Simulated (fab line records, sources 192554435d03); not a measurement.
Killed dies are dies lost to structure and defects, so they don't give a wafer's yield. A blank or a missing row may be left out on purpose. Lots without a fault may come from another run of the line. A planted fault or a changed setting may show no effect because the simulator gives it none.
Which tool did it? | flow n5_finfet | 23 lots, 69 wafers sampled, at 6 steps of a route of 1938

WHAT THE GAUGES READ, wafer by wafer
N5_BEOL_M5_CD_MEAS_35: target cd 28 nm, target cd y 24 nm. Usual: cd_nm 28.0 nm, standard deviation 0.37.
lot  | measured     | on        | cd_nm (nm)     | flag
L074 | day 8 04:33  | cd_sem-02 | 28.0 28.2 28.3 |
L075 | day 8 11:16  | cd_sem-01 | 28.2 28.0 27.9 |
L077 | day 8 19:42  | cd_sem-01 | 28.1 27.9 27.3 |
L078 | day 8 22:16  | cd_sem-02 | 28.3 28.9 27.8 |
L079 | day 9 04:54  | cd_sem-02 | 28.4 27.7 27.9 |
L080 | day 9 12:47  | cd_sem-02 | 28.5 27.7 28.4 |
L081 | day 9 14:11  | cd_sem-02 | 28.5 28.2 28.3 |
L082 | day 9 22:25  | cd_sem-03 | 28.3 27.7 28.5 |
L083 | day 10 10:01 | cd_sem-03 | 28.3 28.4 27.8 |
L084 | day 10 17:01 | cd_sem-03 | 28.8 27.7 27.7 |
L085 | day 11 01:02 | cd_sem-03 | 28.2 27.9 28.3 |
L086 | day 11 04:29 | cd_sem-03 | 28.2 28.1 27.4 |
L087 | day 11 11:20 | cd_sem-02 | 27.1 27.8 27.2 |
L088 | day 12 00:10 | cd_sem-03 | 28.0 28.1 28.0 |
L089 | day 12 00:34 | cd_sem-01 | 27.4 27.8 28.2 |
L090 | day 12 00:07 | cd_sem-01 | 27.8 27.5 27.9 |
L091 | day 12 17:46 | cd_sem-01 | 28.0 28.4 27.7 |
L092 | day 13 00:10 | cd_sem-03 | 27.4 27.6 27.1 |
L093 | day 13 00:19 | cd_sem-03 | 28.1 27.8 27.6 |
L094 | day 13 23:24 | cd_sem-02 | 28.4 28.1 28.3 |
L076 | day 14 01:47 | cd_sem-03 | 28.2 27.8 27.8 |
L097 | day 14 22:21 | cd_sem-02 | 28.3 27.9 28.0 |
L096 | day 15 13:14 | cd_sem-01 | 27.7 28.3 28.9 |

WHICH TOOL RAN EACH LOT (tool, then ch and the chambers of the sampled wafers, then the start)
lot  | N5_BEOL_M4_SPUTTER_86        | N5_BEOL_M5_HM_DEP_02         | N5_BEOL_M5_DESCUM_33               | N5_BEOL_M5_ETCH_75                 | N5_BEOL_M5_VIA_ETCH_34
L074 | pvd_sputter-03, day 7 19:59  | pvd_sputter-01, day 8 02:00  | rie_diel-02 ch 2,3, day 8 03:58    | rie_diel-02 ch 2,3, day 8 04:01    | rie_diel-02 ch 2,3, day 8 04:09
L075 | pvd_sputter-03, day 8 01:11  | pvd_sputter-02, day 8 07:43  | rie_diel-02 ch 0,1, day 8 10:41    | rie_diel-02 ch 0,1, day 8 10:43    | rie_diel-02 ch 0,1, day 8 10:52
L077 | pvd_sputter-03, day 8 12:55  | pvd_sputter-02, day 8 17:04  | rie_diel-02 ch 1,2,3, day 8 19:07  | rie_diel-02 ch 1,2,3, day 8 19:09  | rie_diel-02 ch 1,2,3, day 8 19:18
L078 | pvd_sputter-03, day 8 14:58  | pvd_sputter-02, day 8 19:56  | rie_diel-04 ch 0,2,3, day 8 21:41  | rie_diel-04 ch 0,2,3, day 8 21:43  | rie_diel-04 ch 0,2,3, day 8 21:52
L079 | pvd_sputter-02, day 8 21:40  | pvd_sputter-01, day 9 01:32  | rie_diel-05 ch 1,3, day 9 04:20    | rie_diel-05 ch 1,3, day 9 04:22    | rie_diel-05 ch 1,3, day 9 04:31
L080 | pvd_sputter-01, day 9 04:34  | pvd_sputter-03, day 9 09:39  | rie_diel-05 ch 2,3, day 9 12:12    | rie_diel-05 ch 2,3, day 9 12:14    | rie_diel-05 ch 2,3, day 9 12:23
L081 | pvd_sputter-02, day 9 04:36  | pvd_sputter-03, day 9 10:08  | rie_diel-04 ch 0,1,3, day 9 13:36  | rie_diel-04 ch 0,1,3, day 9 13:38  | rie_diel-04 ch 0,1,3, day 9 13:47
L082 | pvd_sputter-01, day 9 15:37  | pvd_sputter-01, day 9 19:47  | rie_diel-02 ch 1,2, day 9 21:50    | rie_diel-02 ch 1,2, day 9 21:52    | rie_diel-02 ch 1,2, day 9 22:01
L083 | pvd_sputter-02, day 10 02:28 | pvd_sputter-01, day 10 07:19 | rie_diel-04 ch 0,2,3, day 10 09:26 | rie_diel-04 ch 0,2,3, day 10 09:29 | rie_diel-04 ch 0,2,3, day 10 09:37
L084 | pvd_sputter-03, day 10 08:56 | pvd_sputter-03, day 10 14:34 | rie_diel-02 ch 0,3, day 10 16:26   | rie_diel-02 ch 0,3, day 10 16:28   | rie_diel-02 ch 0,3, day 10 16:37
L085 | pvd_sputter-02, day 10 14:39 | pvd_sputter-02, day 10 20:27 | rie_diel-04 ch 2,3, day 11 00:28   | rie_diel-04 ch 2,3, day 11 00:31   | rie_diel-04 ch 2,3, day 11 00:39
L086 | pvd_sputter-02, day 10 19:08 | pvd_sputter-02, day 11 00:33 | rie_diel-04 ch 0,1,2, day 11 03:54 | rie_diel-04 ch 0,1,2, day 11 03:56 | rie_diel-04 ch 0,1,2, day 11 04:05
L087 | pvd_sputter-02, day 11 02:34 | pvd_sputter-03, day 11 08:04 | rie_diel-04 ch 0,1,2, day 11 10:46 | rie_diel-04 ch 0,1,2, day 11 10:47 | rie_diel-04 ch 0,1,2, day 11 10:56
L088 | pvd_sputter-03, day 11 10:11 | pvd_sputter-03, day 11 17:07 | rie_diel-04 ch 0,1,2, day 11 23:35 | rie_diel-04 ch 0,1,2, day 11 23:38 | rie_diel-04 ch 0,1,2, day 11 23:46
L089 | pvd_sputter-02, day 11 13:05 | pvd_sputter-03, day 11 17:37 | rie_diel-04 ch 1,2, day 11 23:59   | rie_diel-04 ch 1,2, day 12 00:01   | rie_diel-04 ch 1,2, day 12 00:10
L090 | pvd_sputter-03, day 11 13:22 | pvd_sputter-03, day 11 17:43 | rie_diel-05 ch 0,1,2, day 11 23:32 | rie_diel-05 ch 0,1,2, day 11 23:35 | rie_diel-05 ch 0,1,2, day 11 23:43
L091 | pvd_sputter-02, day 12 09:41 | pvd_sputter-01, day 12 15:02 | rie_diel-05 ch 1,2,3, day 12 17:11 | rie_diel-05 ch 1,2,3, day 12 17:14 | rie_diel-05 ch 1,2,3, day 12 17:22
L092 | pvd_sputter-02, day 12 14:40 | pvd_sputter-01, day 12 21:05 | rie_diel-02 ch 1,2,3, day 12 23:35 | rie_diel-02 ch 1,2,3, day 12 23:37 | rie_diel-02 ch 1,2,3, day 12 23:46
L093 | pvd_sputter-01, day 12 16:15 | pvd_sputter-01, day 12 21:42 | rie_diel-04 ch 0,1, day 12 23:44   | rie_diel-04 ch 0,1, day 12 23:46   | rie_diel-04 ch 0,1, day 12 23:55
L094 | pvd_sputter-03, day 13 14:25 | pvd_sputter-01, day 13 19:26 | rie_diel-02 ch 0,2,3, day 13 22:49 | rie_diel-02 ch 0,2,3, day 13 22:52 | rie_diel-02 ch 0,2,3, day 13 23:01
L076 | pvd_sputter-01, day 13 17:22 | pvd_sputter-02, day 13 22:19 | rie_diel-02 ch 0,2,3, day 14 01:12 | rie_diel-02 ch 0,2,3, day 14 01:14 | rie_diel-02 ch 0,2,3, day 14 01:23
L097 | pvd_sputter-03, day 14 14:32 | pvd_sputter-03, day 14 19:40 | rie_diel-02 ch 2,3, day 14 21:47   | rie_diel-02 ch 2,3, day 14 21:49   | rie_diel-02 ch 2,3, day 14 21:58
L096 | pvd_sputter-02, day 15 03:27 | pvd_sputter-02, day 15 09:31 | rie_diel-05 ch 0,1,2, day 15 12:40 | rie_diel-05 ch 0,1,2, day 15 12:42 | rie_diel-05 ch 0,1,2, day 15 12:50
- N5_BEOL_M4_SPUTTER_86: material Cu, target thk 4.5 nm, time 8.29 s.
- N5_BEOL_M5_HM_DEP_02: deposits TiN, target thk 20 nm.
- N5_BEOL_M5_DESCUM_33: chemistry O2, time 7 s.
- N5_BEOL_M5_ETCH_75: etches underlayer in N2/H2, target depth 6.5 nm, time 5.2 s.
- N5_BEOL_M5_VIA_ETCH_34: etches SiCOH lowk in C4F6/O2, target depth 88.3 nm, time 39.2 s.

WHAT THE TOOLS THEMSELVES READ (means of the sampled wafers that have a number; where no wafer has one, the mark that the record gives instead)
N5_BEOL_M4_SPUTTER_86. Usual: throttle_valve_pct 29.5 %, standard deviation 1.2.
lot  | tool           | throttle_valve_pct (%) | flag
L074 | pvd_sputter-03 | 29.1                   |
L075 | pvd_sputter-03 | 29.2                   |
L077 | pvd_sputter-03 | 28.2                   |
L078 | pvd_sputter-03 | 28.1                   |
L079 | pvd_sputter-02 | 29.8                   |
L080 | pvd_sputter-01 | 30.1                   |
L081 | pvd_sputter-02 | 30.3                   |
L082 | pvd_sputter-01 | 30.0                   |
L083 | pvd_sputter-02 | 30.3                   |
L084 | pvd_sputter-03 | 28.2                   |
L085 | pvd_sputter-02 | 31.0                   |
L086 | pvd_sputter-02 | 30.4                   |
L087 | pvd_sputter-02 | 30.3                   |
L088 | pvd_sputter-03 | 28.5                   |
L089 | pvd_sputter-02 | 29.7                   |
L090 | pvd_sputter-03 | 28.5                   |
L091 | pvd_sputter-02 | 30.2                   |
L092 | pvd_sputter-02 | 30.3                   |
L093 | pvd_sputter-01 | 30.8                   |
L094 | pvd_sputter-03 | 29.2                   |
L076 | pvd_sputter-01 | 29.9                   |
L097 | pvd_sputter-03 | 29.1                   |
L096 | pvd_sputter-02 | 30.3                   |

N5_BEOL_M5_HM_DEP_02. Usual: throttle_valve_pct 29.5 %, standard deviation 1.2.
lot  | tool           | throttle_valve_pct (%) | flag
L074 | pvd_sputter-01 | 29.8                   |
L075 | pvd_sputter-02 | 29.8                   |
L077 | pvd_sputter-02 | 29.5                   |
L078 | pvd_sputter-02 | 30.3                   |
L079 | pvd_sputter-01 | 30.0                   |
L080 | pvd_sputter-03 | 28.9                   |
L081 | pvd_sputter-03 | 30.1                   |
L082 | pvd_sputter-01 | 28.6                   |
L083 | pvd_sputter-01 | 29.0                   |
L084 | pvd_sputter-03 | 29.9                   |
L085 | pvd_sputter-02 | 30.5                   |
L086 | pvd_sputter-02 | 30.3                   |
L087 | pvd_sputter-03 | 28.2                   |
L088 | pvd_sputter-03 | 28.3                   |
L089 | pvd_sputter-03 | 29.1                   |
L090 | pvd_sputter-03 | 29.1                   |
L091 | pvd_sputter-01 | 29.7                   |
L092 | pvd_sputter-01 | 30.5                   |
L093 | pvd_sputter-01 | 30.0                   |
L094 | pvd_sputter-01 | 30.1                   |
L076 | pvd_sputter-02 | 29.7                   |
L097 | pvd_sputter-03 | 28.9                   |
L096 | pvd_sputter-02 | 30.5                   |

N5_BEOL_M5_DESCUM_33. Usual: drypump_motor_current_A 5.5 A, standard deviation 0.37; oes_product_au 0.79 a.u., standard deviation 0.079; rf_fwd_power_W 49.53 W, standard deviation 0.21; rf_vpp_V 243.6 V, standard deviation 1.4; showerhead_plenum_p_Torr 2.13 Torr, standard deviation 0.068; throttle_valve_pct 20.52 %, standard deviation 0.15.
lot  | tool        | drypump_motor_current_A (A) | oes_product_au (a.u.) | rf_fwd_power_W (W) | rf_vpp_V (V) | showerhead_plenum_p_Torr (Torr) | throttle_valve_pct (%) | flag
L074 | rie_diel-02 | 5.7                         | 0.87                  | 49.67              | 245.0        | 2.21                            | 20.29                  |
L075 | rie_diel-02 | 5.7                         | 0.82                  | 49.51              | 243.2        | 2.11                            | 20.59                  |
L077 | rie_diel-02 | 5.8                         | 0.85                  | 49.64              | 244.8        | 2.17                            | 20.44                  |
L078 | rie_diel-04 | 5.3                         | 0.78                  | 49.51              | 244.2        | 2.13                            | 20.51                  |
L079 | rie_diel-05 | 5.9                         | 0.78                  | 49.58              | 242.8        | 2.06                            | 20.41                  |
L080 | rie_diel-05 | 5.6                         | 0.74                  | 49.51              | 241.8        | 2.00                            | 20.61                  |
L081 | rie_diel-04 | 5.3                         | 0.71                  | 49.56              | 243.8        | 2.14                            | 20.54                  |
L082 | rie_diel-02 | 5.8                         | 0.79                  | 49.45              | 244.2        | 2.16                            | 20.54                  |
L083 | rie_diel-04 | 5.3                         | 0.76                  | 49.51              | 244.2        | 2.12                            | 20.52                  |
L084 | rie_diel-02 | 5.7                         | 0.86                  | 49.51              | 244.9        | 2.18                            | 20.36                  |
L085 | rie_diel-04 | 5.1                         | 0.81                  | 49.52              | 243.8        | 2.10                            | 20.57                  |
L086 | rie_diel-04 | 5.2                         | 0.77                  | 49.24              | 244.6        | 2.17                            | 20.51                  |
L087 | rie_diel-04 | 5.1                         | 0.77                  | 49.48              | 244.0        | 2.17                            | 20.51                  |
L088 | rie_diel-04 | 5.2                         | 0.77                  | 49.48              | 243.8        | 2.17                            | 20.51                  |
L089 | rie_diel-04 | 5.0                         | 0.78                  | 49.60              | 243.8        | 2.16                            | 20.57                  |
L090 | rie_diel-05 | 5.6                         | 0.81                  | 49.49              | 244.0        | 2.08                            | 20.65                  |
L091 | rie_diel-05 | 5.7                         | 0.74                  | 49.37              | 241.5        | 2.03                            | 20.55                  |
L092 | rie_diel-02 | 5.8                         | 0.81                  | 49.56              | 244.3        | 2.16                            | 20.48                  |
L093 | rie_diel-04 | 5.3                         | 0.71                  | 49.57              | 244.0        | 2.18                            | 20.49                  |
L094 | rie_diel-02 | 5.6                         | 0.78                  | 49.75              | 243.9        | 2.16                            | 20.47                  |
L076 | rie_diel-02 | 5.7                         | 0.78                  | 49.47              | 244.1        | 2.16                            | 20.47                  |
L097 | rie_diel-02 | 5.7                         | 0.82                  | 49.71              | 243.9        | 2.19                            | 20.36                  |
L096 | rie_diel-05 | 5.6                         | 0.78                  | 49.37              | 241.9        | 2.07                            | 20.67                  |

N5_BEOL_M5_ETCH_75. Usual: drypump_motor_current_A 5.5 A, standard deviation 0.37; etch_rf_on_time_s 5.18 s, standard deviation 0.15; oes_product_au 0.68 a.u., standard deviation 0.07; rf_fwd_power_W 819.0 W, standard deviation 2.5; rf_vpp_V 525.1 V, standard deviation 2.5; showerhead_plenum_p_Torr 2.59 Torr, standard deviation 0.085; throttle_valve_pct 17.96 %, standard deviation 0.2.
lot  | tool        | drypump_motor_current_A (A) | etch_rf_on_time_s (s) | oes_product_au (a.u.) | rf_fwd_power_W (W) | rf_vpp_V (V) | showerhead_plenum_p_Torr (Torr) | throttle_valve_pct (%) | flag
L074 | rie_diel-02 | 5.7                         | 5.05                  | 0.76                  | 819.9              | 527.7        | 2.70                            | 17.76                  |
L075 | rie_diel-02 | 5.8                         | 5.20                  | 0.70                  | 822.0              | 524.9        | 2.58                            | 18.09                  |
L077 | rie_diel-02 | 5.8                         | 5.06                  | 0.73                  | 819.7              | 527.4        | 2.65                            | 17.91                  |
L078 | rie_diel-04 | 5.3                         | 5.22                  | 0.66                  | 820.6              | 524.6        | 2.59                            | 17.94                  |
L079 | rie_diel-05 | 5.9                         | 5.19                  | 0.67                  | 817.0              | 524.1        | 2.53                            | 18.05                  |
L080 | rie_diel-05 | 5.6                         | 5.20                  | 0.63                  | 820.1              | 521.1        | 2.42                            | 17.96                  |
L081 | rie_diel-04 | 5.3                         | 5.28                  | 0.61                  | 818.4              | 525.2        | 2.60                            | 17.96                  |
L082 | rie_diel-02 | 5.8                         | 5.09                  | 0.68                  | 817.7              | 524.6        | 2.63                            | 17.98                  |
L083 | rie_diel-04 | 5.2                         | 5.16                  | 0.65                  | 820.3              | 525.4        | 2.58                            | 17.95                  |
L084 | rie_diel-02 | 5.6                         | 5.11                  | 0.73                  | 816.5              | 526.9        | 2.66                            | 17.84                  |
L085 | rie_diel-04 | 5.1                         | 5.10                  | 0.70                  | 819.0              | 524.5        | 2.57                            | 18.00                  |
L086 | rie_diel-04 | 5.2                         | 5.27                  | 0.67                  | 819.5              | 525.3        | 2.62                            | 17.84                  |
L087 | rie_diel-04 | 5.2                         | 5.26                  | 0.66                  | 818.6              | 526.2        | 2.62                            | 17.82                  |
L088 | rie_diel-04 | 5.2                         | 5.20                  | 0.66                  | 818.7              | 526.8        | 2.62                            | 17.84                  |
L089 | rie_diel-04 | 5.0                         | 5.44                  | 0.66                  | 819.7              | 525.4        | 2.62                            | 17.87                  |
L090 | rie_diel-05 | 5.6                         | 5.15                  | 0.70                  | 819.7              | 522.8        | 2.54                            | 18.22                  |
L091 | rie_diel-05 | 5.7                         | 5.23                  | 0.63                  | 819.7              | 521.1        | 2.46                            | 18.04                  |
L092 | rie_diel-02 | 5.8                         | 5.10                  | 0.70                  | 820.9              | 525.9        | 2.64                            | 17.95                  |
L093 | rie_diel-04 | 5.3                         | 5.34                  | 0.60                  | 819.3              | 526.1        | 2.62                            | 17.81                  |
L094 | rie_diel-02 | 5.7                         | 5.14                  | 0.67                  | 818.3              | 524.7        | 2.64                            | 17.94                  |
L076 | rie_diel-02 | 5.7                         | 5.11                  | 0.67                  | 819.1              | 526.4        | 2.63                            | 17.93                  |
L097 | rie_diel-02 | 5.8                         | 5.07                  | 0.70                  | 819.6              | 528.5        | 2.68                            | 17.86                  |
L096 | rie_diel-05 | 5.6                         | 5.20                  | 0.66                  | 821.5              | 523.9        | 2.53                            | 18.27                  |

N5_BEOL_M5_VIA_ETCH_34. Usual: drypump_motor_current_A 5.5 A, standard deviation 0.37; oes_product_au 0.79 a.u., standard deviation 0.08; rf_fwd_power_W 341.9 W, standard deviation 1.4; rf_vpp_V 672 V, standard deviation 15; showerhead_plenum_p_Torr 2.90 Torr, standard deviation 0.094; throttle_valve_pct 21.02 %, standard deviation 0.14.
lot  | tool        | drypump_motor_current_A (A) | oes_product_au (a.u.) | rf_fwd_power_W (W) | rf_vpp_V (V) | showerhead_plenum_p_Torr (Torr) | throttle_valve_pct (%) | flag
L074 | rie_diel-02 | 5.7                         | 0.88                  | 343.5              | 671          | 3.02                            | 20.90                  |
L075 | rie_diel-02 | 5.7                         | 0.82                  | 342.0              | 662          | 2.89                            | 21.15                  |
L077 | rie_diel-02 | 5.8                         | 0.86                  | 342.0              | 674          | 2.97                            | 21.03                  |
L078 | rie_diel-04 | 5.3                         | 0.78                  | 342.2              | 683          | 2.89                            | 20.96                  |
L079 | rie_diel-05 | 5.9                         | 0.79                  | 343.3              | 669          | 2.82                            | 20.96                  |
L080 | rie_diel-05 | 5.6                         | 0.74                  | 342.8              | 646          | 2.72                            | 20.98                  |
L081 | rie_diel-04 | 5.3                         | 0.71                  | 341.8              | 682          | 2.90                            | 20.94                  |
L082 | rie_diel-02 | 5.8                         | 0.79                  | 341.6              | 685          | 2.94                            | 21.04                  |
L083 | rie_diel-04 | 5.3                         | 0.77                  | 341.1              | 682          | 2.89                            | 20.98                  |
L084 | rie_diel-02 | 5.7                         | 0.86                  | 343.4              | 657          | 2.99                            | 20.99                  |
L085 | rie_diel-04 | 5.1                         | 0.81                  | 340.8              | 680          | 2.88                            | 21.10                  |
L086 | rie_diel-04 | 5.2                         | 0.78                  | 341.7              | 684          | 2.94                            | 20.94                  |
L087 | rie_diel-04 | 5.1                         | 0.77                  | 341.3              | 682          | 2.94                            | 20.94                  |
L088 | rie_diel-04 | 5.2                         | 0.77                  | 341.1              | 682          | 2.93                            | 20.95                  |
L089 | rie_diel-04 | 5.0                         | 0.78                  | 341.6              | 681          | 2.94                            | 21.03                  |
L090 | rie_diel-05 | 5.6                         | 0.81                  | 341.9              | 663          | 2.82                            | 21.05                  |
L091 | rie_diel-05 | 5.8                         | 0.74                  | 340.9              | 658          | 2.76                            | 21.02                  |
L092 | rie_diel-02 | 5.8                         | 0.82                  | 341.5              | 673          | 2.96                            | 21.06                  |
L093 | rie_diel-04 | 5.3                         | 0.72                  | 341.7              | 684          | 2.94                            | 20.85                  |
L094 | rie_diel-02 | 5.7                         | 0.78                  | 341.8              | 671          | 2.95                            | 21.02                  |
L076 | rie_diel-02 | 5.7                         | 0.78                  | 342.2              | 670          | 2.95                            | 21.04                  |
L097 | rie_diel-02 | 5.7                         | 0.81                  | 342.1              | 669          | 3.00                            | 20.96                  |
L096 | rie_diel-05 | 5.6                         | 0.77                  | 342.8              | 662          | 2.81                            | 21.09                  |

THE ANSWER, worked out from the rows above alone
Rule: a lot is off if the mean of its wafers that have a number lies more than 3 standard deviations from the usual mean. A lot without any number at a reading at which 4 lots or more have one is off too. The other lots that the step has rows for count as sound. The gauges are gone through in route order, then the tools' own readings, and for those a lot's mean is taken as printed above. The first step at which some lot is off is used, and at that step the reading that is off furthest; a lot without a number counts as furthest.
No lot is off at any reading shown: from this, nothing can be told.

WHAT THE SIMULATOR HAD PUT IN
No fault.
